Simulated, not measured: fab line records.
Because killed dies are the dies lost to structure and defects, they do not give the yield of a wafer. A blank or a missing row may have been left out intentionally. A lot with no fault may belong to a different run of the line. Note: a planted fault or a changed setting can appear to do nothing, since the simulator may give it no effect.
Chamber matching :: flow n5Finfet :: N5_BEOL_M14_ETCH_67 on rieDiel-04 has 4 sister chambers
The step etches SiARC in CF4, target depth 143 nm, time 238.3 s. 14 wafers are shown with their chamber, then 7 later ones without.

EACH WAFER AND ITS CHAMBER
wafer: L076.2
chamber: 2
drypumpMotorCurrentA (A): 5.7
throttleValvePct (%): 15.36
showerheadPlenumPTorr (Torr): 2.10

wafer: L076.5
chamber: 0
drypumpMotorCurrentA (A): 5.2
throttleValvePct (%): 15.13
showerheadPlenumPTorr (Torr): 2.11

wafer: L076.6
chamber: 1
drypumpMotorCurrentA (A): 5.4
throttleValvePct (%): 15.41
showerheadPlenumPTorr (Torr): 2.16

wafer: L075.1
chamber: 2
drypumpMotorCurrentA (A): 5.8
throttleValvePct (%): 15.37
showerheadPlenumPTorr (Torr): 2.10

wafer: L075.3
chamber: 3
drypumpMotorCurrentA (A): 6.5
throttleValvePct (%): 15.71
showerheadPlenumPTorr (Torr): 2.19

wafer: L075.5
chamber: 1
drypumpMotorCurrentA (A): 5.3
throttleValvePct (%): 15.41
showerheadPlenumPTorr (Torr): 2.16

wafer: L082.1
chamber: 2
drypumpMotorCurrentA (A): 5.8
throttleValvePct (%): 15.40
showerheadPlenumPTorr (Torr): 2.10

wafer: L082.2
chamber: 1
drypumpMotorCurrentA (A): 5.4
throttleValvePct (%): 15.44
showerheadPlenumPTorr (Torr): 2.15

wafer: L082.4
chamber: 2
drypumpMotorCurrentA (A): 5.8
throttleValvePct (%): 15.42
showerheadPlenumPTorr (Torr): 2.10

wafer: L093.1
chamber: 2
drypumpMotorCurrentA (A): 5.7
throttleValvePct (%): 15.44
showerheadPlenumPTorr (Torr): 2.09

wafer: L093.2
chamber: 1
drypumpMotorCurrentA (A): 5.3
throttleValvePct (%): 15.49
showerheadPlenumPTorr (Torr): 2.15

wafer: L093.3
chamber: 0
drypumpMotorCurrentA (A): 5.2
throttleValvePct (%): 15.17
showerheadPlenumPTorr (Torr): 2.09

wafer: L093.4
chamber: 0
drypumpMotorCurrentA (A): 5.2
throttleValvePct (%): 15.19
showerheadPlenumPTorr (Torr): 2.09

wafer: L093.5
chamber: 2
drypumpMotorCurrentA (A): 5.8
throttleValvePct (%): 15.45
showerheadPlenumPTorr (Torr): 2.09

SIGNATURES, as means of the wafers listed above
reading: drypumpMotorCurrentA
chamber 0: 5.200
chamber 1: 5.350
chamber 2: 5.767
chamber 3: 6.500
scatter within a chamber: 0.0483

reading: throttleValvePct
chamber 0: 15.1633
chamber 1: 15.4375
chamber 2: 15.4067
chamber 3: 15.7100
scatter within a chamber: 0.0359

reading: showerheadPlenumPTorr
chamber 0: 2.0967
chamber 1: 2.1550
chamber 2: 2.0967
chamber 3: 2.1900
scatter within a chamber: 0.00707
Rule: for each reading, subtract the chamber's mean from the wafer's reading, divide by that reading's scatter and square the result; add these up over the readings and take the root, which gives the wafer's distance from the chamber. If the next closest chamber is less than 2 further off than the closest, the wafer can't be placed; otherwise it belongs to the closest. How the scatter is found: for the shown wafers, subtract from each reading the mean of its chamber, square and add these, divide the total by (wafers less chambers), then take the root.

WAFERS MISSING THEIR CHAMBER
wafer: L093.6
drypumpMotorCurrentA (A): 5.4
throttleValvePct (%): 15.50
showerheadPlenumPTorr (Torr): 2.15

wafer: L095.1
drypumpMotorCurrentA (A): 6.5
throttleValvePct (%): 15.25
showerheadPlenumPTorr (Torr): 2.18

wafer: L095.3
drypumpMotorCurrentA (A): 5.2
throttleValvePct (%): 15.22
showerheadPlenumPTorr (Torr): 2.09

wafer: L095.6
drypumpMotorCurrentA (A): 5.7
throttleValvePct (%): 15.48
showerheadPlenumPTorr (Torr): 2.09

wafer: L094.3
drypumpMotorCurrentA (A): 6.5
throttleValvePct (%): 15.26
showerheadPlenumPTorr (Torr): 2.18

wafer: L094.5
drypumpMotorCurrentA (A): 5.8
throttleValvePct (%): 15.51
showerheadPlenumPTorr (Torr): 2.08

wafer: L094.6
drypumpMotorCurrentA (A): 6.5
throttleValvePct (%): 15.26
showerheadPlenumPTorr (Torr): 2.18

CHAMBER TAKEN BY EACH
wafer: L093.6
from the rows above: 1
in truth: 1

wafer: L095.1
from the rows above: 3
in truth: 3

wafer: L095.3
from the rows above: 0
in truth: 0

wafer: L095.6
from the rows above: 2
in truth: 2

wafer: L094.3
from the rows above: 3
in truth: 3

wafer: L094.5
from the rows above: 2
in truth: 2

wafer: L094.6
from the rows above: 3
in truth: 3
Placed correctly: 7 of 7. Not placeable from these rows: 0. Number placed wrongly: 0.
